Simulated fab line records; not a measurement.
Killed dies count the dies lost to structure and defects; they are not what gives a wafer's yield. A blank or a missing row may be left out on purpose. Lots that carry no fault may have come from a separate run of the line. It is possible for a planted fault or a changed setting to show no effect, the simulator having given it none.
Which tool did it?	flow nand_harc	36 wafers sampled from 12 lots at 1 step of a route of 1302

WHAT THE GAUGES READ, wafer by wafer
NHARC_A_SGD_CUT_THK_MEAS_22: measures by ellipsometry.
lot	measured	on	thk_nm (nm)
L942	day 20 07:04	film_metro-01	147.7 150.1 148.1
L943	day 20 19:27	film_metro-01	146.7 148.5 146.3
L945	day 21 10:23	film_metro-01	149.5 149.2 150.1
L946	day 21 10:24	film_metro-02	144.9 148.6 147.6
L948	day 22 23:54	film_metro-01	146.3 148.6 149.3
L954	day 25 04:45	film_metro-02	149.8 149.4 147.2
L955	day 25 04:54	film_metro-02	148.9 147.1 149.1
L957	day 26 10:35	film_metro-01	151.0 148.9 150.9
L959	day 26 22:55	film_metro-01	149.6 148.0 149.9
L958	day 26 22:55	film_metro-02	147.3 150.1 148.6
L961	day 28 05:56	film_metro-01	146.4 149.8 149.1
L963	day 28 17:49	film_metro-01	150.0 150.1 144.7

WHAT TOOL EACH LOT RAN ON (gives the tool, then ch and the chambers of the sampled wafers, and finally the start)
The record holds no process step before these readings.

AS READ BY THE TOOLS THEMSELVES (means over the sampled wafers that have a number; for cases with no such wafer, the mark the record gives instead)
The record holds no such reading with a usual standard deviation.

THE ANSWER, worked out from the rows above alone
Rule: what is usual is taken from the lots themselves. Put in order of their means at a reading, lots are off if they are a third of the lots or fewer, leave a main group of 4 or more, and stand apart from it by a gap of 3 or more times the standard deviation of the main group's means; of several such gaps the widest counts. A main group whose means are all the same, to the digits that the tables above print for the reading, isn't used. A lot without any number at a reading at which 4 lots or more have one is off too. The other lots that the step has rows for count as sound. Order of review: gauges by route order, followed by the tools' own readings, for which a lot's mean as printed above is used. At the first step where some lot is off, the reading lying furthest off is the one used; lots without a number count as furthest.
Nothing can be told from this: no lot is off at any reading shown.

WHAT HAD BEEN PUT IN BY THE SIMULATOR
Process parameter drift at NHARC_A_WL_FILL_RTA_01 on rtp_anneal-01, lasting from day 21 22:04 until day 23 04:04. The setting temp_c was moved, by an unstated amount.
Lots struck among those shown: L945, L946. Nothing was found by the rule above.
